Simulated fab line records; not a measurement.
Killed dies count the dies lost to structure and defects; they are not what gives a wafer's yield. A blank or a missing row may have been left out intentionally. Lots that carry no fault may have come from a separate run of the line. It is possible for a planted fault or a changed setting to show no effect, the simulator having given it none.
fab line records	flow n5-finfet
[record] lots = 8	wafers = 23	last-day = 18
route steps=1938 shown BEOL_M4@1111 BEOL_M14@1747 BEOL_M15@1774 PASSIVATION@1936
lots that met no fault: taken from a fault-free run of the same line
start-h: start of the lot's first displayed wafer, in hours after the record's first day	wait-h: hours elapsed since this lot's preceding step	" identical to the entry in the row above	L1.1+2: a row that stands for several wafers	- no value, or no start was given	* or withheld: withheld	< > ~ a bound
route shown NAME@n: NAME is a module with steps in the file, n the number in the route of the first one	usual: the fault-free wafers' mean and standard deviation	same: alike in all rows	chamber/n: place in a boat	sites: readings site by site	_std_site: standard deviation across them	_edge_site: inner sites' mean taken away from outer sites' mean	radius-mm: for every site, how far away it sits from the centre of the wafer	mask NAME#n: copy n	behind: the most recent tool/chamber to have shaped the wafer	hold: why the lot went on hold/how many hours it stayed there/how the hold came to an end	device: which transistor (n, p or np) failed to switch	end of line: tests run on the same wafers once the route is complete	a step given without rows: its recipe and nothing more	killed: the dies lost at the first sort to structure and to defects; this is not the yield of the wafer	map: a wafer's dies, x killed, . not, _ none there
set.NAME: setting as actually run; set.NAME@STEP: the setting as run at that earlier step	model.NAME: the simulator's own value behind a step, which no gauge read
steps of the route over a sample of lots; a table a step, a row a wafer
services: the hour from which a tool's chamber was out of use, counted from the record's first day as start-h (under 0 if before that day), plus the number of hours and why
[[steps]]
[step N5_BEOL_M4_RC_MEAS_101]
[usual] DIBL_N = 36.0/2.5	DIBL_P = 36.2/3	IOFF_N = 0.16/0.044	IOFF_P = 0.21/0.049	ION_N = 671/15	ION_P = 461/8.7	SS_N = 71.5/0.72	SS_P = 73.4/0.9	VT_N = 251/4.4	VT_P = -250/4
lot.wafer	tool	chamber	start-h	wait-h	DIBL_N[mV/V]	DIBL_P[mV/V]	IOFF_N[nA/um]	IOFF_P[nA/um]	ION_N[uA/um]	ION_P[uA/um]	SS_N[mV/dec]	SS_P[mV/dec]	VT_N[mV]	VT_P[mV]
L321.1	prober-01	0	189.85	0.8	39.1	39.3	0.23	0.27	683	463	73.2	74.2	247	-246
L321.4	"	0	"	"	36.2	36.5	0.17	0.23	688	468	71.3	73.4	248	-248
L321.6	"	0	"	"	35.8	34.4	0.16	0.20	659	451	71.9	73.2	249	-248
L323.2	prober-01	0	215.59	0.2	37.4	38.6	0.19	0.24	694	470	72.2	73.8	249	-247
L323.3	"	0	"	"	38.0	39.2	0.19	0.25	670	454	72.3	73.3	250	-252
L323.6	"	0	"	"	38.5	39.4	0.20	0.24	678	457	72.9	74.5	249	-251
L332.1	prober-01	0	258.40	0.0	36.0	36.7	0.15	0.22	671	461	71.7	73.2	252	-247
L332.3	"	0	"	"	36.6	38.2	0.17	0.24	686	471	71.6	74.0	250	-244
L332.5	"	0	"	"	35.9	35.8	0.15	0.19	658	450	72.3	73.3	254	-253
L331.2	prober-02	0	260.87	0.2	40.2	39.5	0.21	0.29	695	476	72.0	74.3	243	-245
L331.3	"	0	"	"	38.9	37.9	0.18	0.24	676	471	72.1	73.6	247	-248
L331.4	"	0	"	"	38.6	36.6	0.17	0.22	668	456	71.9	73.7	250	-250
L334.1	prober-02	0	275.70	0.0	34.1	35.5	0.13	0.21	669	466	71.0	73.4	251	-248
L334.5	"	0	"	"	37.7	38.3	0.21	0.25	676	466	72.5	74.1	247	-247
L334.6	"	0	"	"	34.2	35.0	0.14	0.20	667	466	71.3	73.2	249	-252
L338.1	prober-01	0	286.74	0.4	33.0	31.1	0.10	0.15	653	454	71.0	71.9	258	-255
L338.3	"	0	"	"	32.5	31.6	0.10	0.15	643	447	70.5	72.3	259	-253
L338.4	"	0	"	"	35.2	35.9	0.14	0.21	668	456	71.3	73.8	250	-251
L341.3	prober-01	0	308.65	0.3	40.1	40.6	0.25	0.31	689	470	73.0	74.3	245	-242
L341.5	"	0	"	"	36.2	35.1	0.13	0.19	651	453	71.1	73.0	255	-252
L341.6	"	0	"	"	37.9	37.6	0.19	0.25	675	463	71.8	73.6	246	-246
L342.2	prober-02	0	318.85	0.2	37.1	38.2	0.17	0.21	685	470	71.1	74.5	253	-253
L342.5	"	0	"	"	34.0	34.5	0.12	0.16	675	460	70.8	73.5	252	-258
[step N5_BEOL_M14_OVL_MEAS_29]
[recipe] points-per-wafer = 44
[usual] M14_OVL = 1/5
lot.wafer	tool	chamber	start-h	wait-h	M14_OVL[nm]
L321.1	overlay-02	0	266.53	0.0	2
L321.4	"	0	"	"	4
L321.6	"	0	"	"	3
L323.2	overlay-02	0	292.66	0.0	-5
L323.3	"	0	"	"	0
L323.6	"	0	"	"	-3
L332.1	overlay-01	0	327.61	0.0	7
L332.3	"	0	"	"	7
L332.5	"	0	"	"	2
L331.2	overlay-02	0	334.66	0.0	11
L331.3	"	0	"	"	0
L331.4	"	0	"	"	-2
L334.1	overlay-02	0	345.79	0.0	4
L334.5	"	0	"	"	-1
L334.6	"	0	"	"	4
L338.1	overlay-02	0	369.97	0.0	5
L338.3	"	0	"	"	9
L338.4	"	0	"	"	5
L341.3	overlay-01	0	384.41	0.0	-2
L341.5	"	0	"	"	-2
L341.6	"	0	"	"	4
L342.2	overlay-01	0	396.20	0.0	2
L342.5	"	0	"	"	6
[step N5_BEOL_M14_ETCH_68]
[recipe] chemistry = N2/H2	target = SOC	mask-material = SiARC	source-w = 3000	bias-w = 350	temp-c = 40	time-s = 450	ion-energy-ev = 200	pressure-mtorr = 30	n2-flow-sccm = 200	h2-flow-sccm = 200
[usual] bias-w = 350.0/1.1	drypump-motor-current-A = 5.9/0.44	oes-product-au = 0.79/0.093	rf-vpp-V = 523.9/2.5	showerhead-plenum-p-Torr = 2.55/0.08	throttle-valve-pct = 17.9/0.31
lot.wafer	tool	chamber	start-h	wait-h	bias-w	drypump-motor-current-A	oes-product-au	rf-hours-counter-h	rf-vpp-V	showerhead-plenum-p-Torr	throttle-valve-pct
L321.1	rie-diel-02	2	267.22	0.1	349.1	5.7	0.77	122	524.8	2.57	17.9
L321.4	"	2	"	"	350.5	5.8	0.78	-	525.1	2.57	17.9
L321.6	"	0	"	"	349.1	5.3	0.71	-	522.5	2.52	18.4
L323.2	rie-diel-02	2	293.05	0.1	348.4	5.8	0.76	134	524.3	2.56	17.9
L323.3	"	1	"	"	350.7	5.8	0.71	190	521.2	2.45	18.1
L323.6	"	3	"	"	350.0	5.9	0.86	-	522.1	2.49	17.9
L332.1	rie-diel-01	2	327.86	0.1	348.0	5.7	0.71	237	526.3	2.62	18.3
L332.3	"	3	"	"	347.9	5.7	0.71	228	524.2	2.51	17.9
L332.5	"	3	"	"	348.9	5.7	0.72	-	523.0	2.51	17.9
L331.2	rie-diel-02	2	334.90	0.1	352.4	5.8	0.75	151	523.9	2.56	18.0
L331.3	"	3	"	"	347.5	5.9	0.83	73	521.6	2.48	18.0
L331.4	"	3	"	"	346.9	5.9	0.84	-	521.3	2.48	18.0
L334.1	rie-diel-02	3	346.05	0.1	348.7	5.9	0.82	78	520.3	2.48	18.0
L334.5	"	2	"	"	349.6	5.7	0.74	-	523.5	2.56	17.9
L334.6	"	3	"	"	350.3	5.9	0.82	-	521.4	2.48	18.0
L338.1	rie-diel-01	0	370.28	0.1	350.6	6.3	0.86	60	527.9	2.70	17.9
L338.3	"	1	"	"	351.5	6.6	0.83	65	525.3	2.61	17.4
L338.4	"	3	"	"	349.9	5.7	0.70	-	523.2	2.50	18.0
L341.3	rie-diel-01	2	384.65	0.1	350.2	5.7	0.95	2	526.6	2.61	17.8
L341.5	"	1	"	"	350.1	6.6	0.80	-	524.9	2.60	17.5
L341.6	"	2	"	"	350.6	5.7	0.95	-	526.0	2.61	17.8
L342.2	rie-diel-02	1	396.44	0.1	349.1	5.9	0.68	228	522.4	2.44	18.2
L342.5	"	3	"	"	348.8	5.9	0.80	-	521.5	2.47	18.0
[step N5_BEOL_M14_CMP_49]
[recipe] stop-on = SiO2	t-overpolish-s = 5.2	down-force-psi = 2	platen-rpm = 80	clearing-platen-down-force-psi = 2	clearing-platen-rpm = 80	post-cmp-clean = cu-alkaline	target-thk-nm = 560	clearing-platen-pad-velocity-m-s = 1.5917	pad-velocity-m-s = 1.5917
[usual] barrier-field-endpoint-s = 11.3/0.32	clearing-platen-down-force-psi = 2.000/0.004	motor-current-A = 8.0/1	overpolish-run-s = 5.201/0.0098	time-to-endpoint-s = 121/5.3
lot.wafer	tool	chamber	start-h	wait-h	barrier-field-endpoint-s	clearing-platen-down-force-psi	motor-current-A	overpolish-run-s	time-to-endpoint-s
L321.4	cmp-02	1	271.07	0.1	11.7	2.006	9.5	5.228	130
L321.1	"	3	"	"	11.4	1.993	8.3	5.196	122
L321.6	"	2	"	"	10.9	1.995	8.0	5.184	114
L323.3	cmp-01	3	296.11	0.3	11.0	2.005	6.9	5.210	120
L323.2	"	2	"	"	10.8	1.999	6.4	5.197	116
L323.6	"	0	"	"	11.5	2.003	8.2	5.189	123
L332.1	cmp-02	3	332.19	0.3	11.8	2.001	8.4	5.217	130
L332.3	"	0	"	"	11.1	2.004	8.1	5.204	118
L332.5	"	1	"	"	11.8	1.999	10.1	5.198	127
L331.4	cmp-02	0	338.78	0.1	-	-	-	-	-
L331.3	"	2	"	"	-	-	-	-	-
L331.2	"	3	"	"	-	-	-	-	-
L334.1	cmp-02	3	352.20	0.3	-	-	-	-	-
L334.5	"	2	"	"	-	-	-	-	-
L334.6	"	3	"	"	-	-	-	-	-
L338.4	cmp-04	2	372.56	0.1	10.9	2.007	7.5	5.206	114
L338.1	"	3	"	"	10.9	2.007	8.0	5.208	114
L338.3	"	1	"	"	11.4	2.001	6.0	5.194	119
L341.3	cmp-01	3	388.07	0.2	11.2	1.996	6.4	5.200	125
L341.5	"	2	"	"	10.9	2.004	6.4	5.214	120
L341.6	"	3	"	"	11.2	1.998	6.5	5.208	123
L342.2	cmp-02	0	405.39	0.3	11.5	1.997	8.5	5.203	121
L342.5	"	2	"	"	11.0	2.003	8.1	5.203	115
[step N5_BEOL_M14_THK_MEAS_50]
[recipe] thk-meas-gauge = xrf	reads = Cu_of_BEOL_M14_ECD_47
[usual] M14_THK = 556/20
lot.wafer	tool	chamber	start-h	wait-h	M14_THK[nm]
L321.1	film-metro-02	-	271.36	-	529
L321.4	"	-	"	"	533
L321.6	"	-	"	"	557
L323.2	film-metro-02	-	296.40	-	524
L323.3	"	-	"	"	544
L323.6	"	-	"	"	583
L332.1	film-metro-02	-	332.41	-	559
L332.3	"	-	"	"	565
L332.5	"	-	"	"	568
L331.2	film-metro-02	-	339.07	0.1	1265
L331.3	"	-	"	"	1269
L331.4	"	-	"	"	1257
L334.1	film-metro-01	-	352.46	0.2	1268
L334.5	"	-	"	"	1268
L334.6	"	-	"	"	1256
L338.1	film-metro-01	-	372.85	-	582
L338.3	"	-	"	"	573
L338.4	"	-	"	"	567
L341.3	film-metro-01	-	388.32	-	560
L341.5	"	-	"	"	558
L341.6	"	-	"	"	562
L342.2	film-metro-01	-	405.61	-	528
L342.5	"	-	"	"	573
[step N5_BEOL_M14_RS_MEAS_54]
[recipe] thk-meas-gauge = four-point-probe	reads = Cu_of_BEOL_M14_ECD_47+Ta_of_BEOL_M14_SPUTTER_44+TaN_of_BEOL_M14_SPUTTER_43
[usual] M14_RS = 0.0335/0.0012
lot.wafer	tool	chamber	start-h	wait-h	M14_RS[ohm/sq]
L321.1	film-metro-01	-	271.49	0.0	0.0348
L321.4	"	-	"	"	0.0346
L321.6	"	-	"	"	0.0332
L323.2	film-metro-02	-	296.53	0.1	0.0356
L323.3	"	-	"	"	0.0343
L323.6	"	-	"	"	0.0318
L332.1	film-metro-02	-	332.54	0.0	0.0335
L332.3	"	-	"	"	0.0330
L332.5	"	-	"	"	0.0331
L331.2	film-metro-02	-	339.20	0.1	0.0134
L331.3	"	-	"	"	0.0133
L331.4	"	-	"	"	0.0135
L334.1	film-metro-01	-	352.59	0.0	0.0134
L334.5	"	-	"	"	0.0134
L334.6	"	-	"	"	0.0135
L338.1	film-metro-02	-	372.98	0.0	0.0320
L338.3	"	-	"	"	0.0326
L338.4	"	-	"	"	0.0332
L341.3	film-metro-01	-	388.45	0.1	0.0331
L341.5	"	-	"	"	0.0329
L341.6	"	-	"	"	0.0332
L342.2	film-metro-01	-	405.77	0.1	0.0352
L342.5	"	-	"	"	0.0326
[step N5_BEOL_M14_INSPECT_55]
[recipe] inspect-instrument = darkfield	mode = post-dep
[usual] raw-defect-count = 66/22
lot.wafer	tool	chamber	start-h	wait-h	raw-defect-count
L321.1	defect-inspect-01	-	271.52	0.0	59
L321.4	"	-	"	"	48
L321.6	"	-	"	"	52
L323.2	defect-inspect-01	-	296.56	0.0	40
L323.3	"	-	"	"	58
L323.6	"	-	"	"	61
L332.1	defect-inspect-01	-	332.57	0.0	73
L332.3	"	-	"	"	75
L332.5	"	-	"	"	56
L331.2	defect-inspect-01	-	339.22	0.0	6554
L331.3	"	-	"	"	6581
L331.4	"	-	"	"	6412
L334.1	defect-inspect-01	-	352.61	0.0	6569
L334.5	"	-	"	"	6528
L334.6	"	-	"	"	6484
L338.1	defect-inspect-02	-	373.01	0.0	64
L338.3	"	-	"	"	65
L338.4	"	-	"	"	82
L341.3	defect-inspect-01	-	388.48	0.0	80
L341.5	"	-	"	"	90
L341.6	"	-	"	"	83
L342.2	defect-inspect-02	-	405.80	0.0	48
L342.5	"	-	"	"	43
[step N5_BEOL_M15_THK_MEAS_01]
[recipe] reads = SiO2_of_BEOL_M15_ILD_DEP_00
[usual] M15_ILD_THK = 1623/25
lot.wafer	tool	chamber	start-h	wait-h	M15_ILD_THK[nm]
L321.1	film-metro-02	-	271.80	0.1	1652
L321.4	"	-	"	"	1689
L321.6	"	-	"	"	1652
L323.2	film-metro-02	-	296.84	0.1	1612
L323.3	"	-	"	"	1597
L323.6	"	-	"	"	1633
L332.1	film-metro-02	-	332.86	0.1	1618
L332.3	"	-	"	"	1606
L332.5	"	-	"	"	1638
L338.1	film-metro-02	-	373.29	0.1	1641
L338.3	"	-	"	"	1594
L338.4	"	-	"	"	1657
L341.3	film-metro-02	-	388.77	0.1	1619
L341.5	"	-	"	"	1660
L341.6	"	-	"	"	1648
L342.2	film-metro-01	-	406.08	0.1	1596
L342.5	"	-	"	"	1647
[step N5_PASSIVATION_PROBE_49]
[usual] defect-limited-yield = 91.7/1.4	killed_at_M0_to_M3 = 31/11	killed_at_M4_up = 13/4.6	killed-at-contacts = 13/6.7	killed-at-front-end = 39/9.6	killed-at-other = 3.5/2.8	killed-dies = 98/16	killed-on-rim = 13/4.2	killed-open = 64/11	killed-short = 33/8.5	sort_bin_5_function = 4.9/0.96	sort_bin_6_memory = 3.1/0.59	sort_bin_8_speed = 0.2/1.3	sort-n-pass = 1080/23	sort-yield-pct = 91.5/1.9
[same] gross-dies = 1180	killed-at-back-side = 0	sort_bin_4_leakage[%] = 0
lot.wafer	tool	chamber	start-h	wait-h	defect-limited-yield[%]	killed_at_M0_to_M3	killed_at_M4_up	killed-at-contacts	killed-at-front-end	killed-at-other	killed-dies	killed-on-rim	killed-open	killed-short	sort_bin_5_function[%]	sort_bin_6_memory[%]	sort_bin_8_speed[%]	sort-n-pass	sort-yield-pct[%]
L331.2	prober-01	-	362.26	0.1	0	34	1101	20	23	2	1180	152	61	37	6.2	1.9	0	0	0
L331.3	prober-01	-	362.31	0.1	0	20	1115	19	25	1	1180	152	53	24	4.2	2.3	0	0	0
L331.4	prober-01	-	362.36	0.2	0	21	1117	12	30	0	1180	152	61	29	4.1	3.1	0	0	0
L334.1	prober-02	-	375.27	0.0	0	27	1104	10	39	0	1180	152	66	23	4.2	3.5	0	0	0
L334.5	prober-02	-	375.47	0.2	0	42	1075	7	52	4	1180	152	78	37	5.8	3.7	0	0	0
L334.6	prober-02	-	375.52	0.3	0	28	1087	7	55	3	1180	152	69	33	5.1	3.6	0	0	0
// killed by level:class
L331.2 BEOL_M14:area-cmp=1081 MOL_CONTACT_COAG:geometric-particle:open=12 BEOL_M3:geometric-particle:open=9 MOL_CONTACT_COAG:geometric-particle:short=8 BEOL_M0_SAQP:geometric-particle:open=8 BEOL_M0_SAQP:geometric-particle:short=7 FIN_SAQP:geometric-particle:short=6 BEOL_M4:geometric-particle:open=6
L331.3 BEOL_M14:area-cmp=1103 MOL_CONTACT_COAG:geometric-particle:open=14 BEOL_M2:geometric-particle:open=8 MOL_CONTACT_COAG:geometric-particle:short=5 FIN_SAQP:geometric-particle:open=4 FIN_SAQP:geometric-particle:short=4 STI_FIN_REVEAL:geometric-particle:open=4 DUMMY_GATE:geometric-particle:open=4
L331.4 BEOL_M14:area-cmp=1090 MOL_CONTACT_COAG:geometric-particle:open=11 BEOL_M4:geometric-particle:open=10 FIN_SAQP:geometric-particle:short=7 STI_FIN_REVEAL:geometric-particle:open=7 BEOL_M2:geometric-particle:open=7 GATE_CUT:geometric-particle:short=6 BEOL_M1:geometric-particle:open=5
L334.1 BEOL_M14:area-cmp=1088 FIN_SAQP:geometric-particle:open=11 BEOL_M2:geometric-particle:open=10 MOL_CONTACT_COAG:geometric-particle:open=9 STI_FIN_REVEAL:geometric-particle:open=6 ILD0:geometric-particle:open=6 BEOL_M1:geometric-particle:open=6 FIN_SAQP:geometric-particle:short=5
L334.5 BEOL_M14:area-cmp=1061 FIN_SAQP:geometric-particle:open=15 BEOL_M2:geometric-particle:open=15 FIN_SAQP:geometric-particle:short=13 BEOL_M0_SAQP:geometric-particle:open=8 BEOL_M0_SAQP:geometric-particle:short=8 BEOL_M4:geometric-particle:open=7 STI_FIN_REVEAL:geometric-particle:open=6
L334.6 BEOL_M14:area-cmp=1076 STI_FIN_REVEAL:geometric-particle:open=12 FIN_SAQP:geometric-particle:short=11 FIN_SAQP:geometric-particle:open=9 BEOL_M2:geometric-particle:open=7 MOL_CONTACT_COAG:geometric-particle:open=6 BEOL_M1:geometric-particle:open=6 BEOL_M3:geometric-particle:open=6
[[services]]
tool	chamber	start-h	hours	kind
cmp-01	-	243.90	4.0	pm
cmp-02	-	248.06	0.8	repair
cmp-04	-	248.72	3.4	repair
cmp-02	-	252.76	2.7	repair
cmp-01	-	260.80	0.8	repair
cmp-02	-	263.10	2.0	repair
cmp-04	-	269.35	4.0	pm
cmp-04	-	284.46	6.0	pm
cmp-02	-	303.32	1.6	repair
cmp-02	-	307.52	0.3	repair
cmp-02	-	315.83	4.0	pm
cmp-02	-	319.83	-	consumable-replace:conditioner
cmp-02	-	319.83	-	consumable-replace:pad
cmp-02	-	319.83	4.8	pm
rie-diel-02	0	327.18	-	clean
rie-diel-02	0	327.18	-	consumable-replace:focus-ring
rie-diel-02	0	327.18	35.0	scheduled-down
rie-diel-02	0	327.18	35.0	vent-cycle
cmp-04	-	330.87	1.7	repair
rie-diel-01	2	350.29	6.7	repair
rie-diel-02	1	363.22	4.6	repair
cmp-01	-	368.83	2.7	repair
cmp-04	-	376.54	3.9	repair
cmp-02	-	387.01	1.0	repair
[[key]]
[first-sign] step = N5_BEOL_M14_CMP_49	reading = tool-record	direction = missing
[effect] step = N5_BEOL_M14_THK_MEAS_50	reading = M14_THK	direction = up	sigmas = 36	usual = 556	struck = 1264
[effect] step = N5_BEOL_M14_RS_MEAS_54	reading = M14_RS	direction = down	sigmas = 17	usual = 0.0335	struck = 0.0134
[effect] step = N5_BEOL_M14_INSPECT_55	reading = raw-defect-count	direction = up	sigmas = 99+	usual = 66	struck = 6521
[effect] step = N5_PASSIVATION_PROBE_49	reading = killed_at_M4_up	direction = up	sigmas = 99+	usual = 13	struck = 1100
[more-kills-born-at] N5_BEOL_M14_CMP_49@cmp-02 = 6499
met-at N5_BEOL_M14_CMP_49
struck-lots L331,L334
later-rows-left-out L331.2,L331.3,L331.4,L334.1,L334.5,L334.6
not-acting-at N5_BEOL_M14_OVL_MEAS_29,N5_BEOL_M14_ETCH_68,N5_BEOL_M15_THK_MEAS_01
onset-between 332.19 338.78
[fault] kind = skipped-step-whole	tool = cmp-02	chamber = -	onset-h = 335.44	steps = N5_BEOL_M14_CMP_49	scope = struck-lots-only
// later-rows-left-out: the simulator's readings of these wafers behind a module that went badly wrong aren't trusted and aren't shown, but for the sort
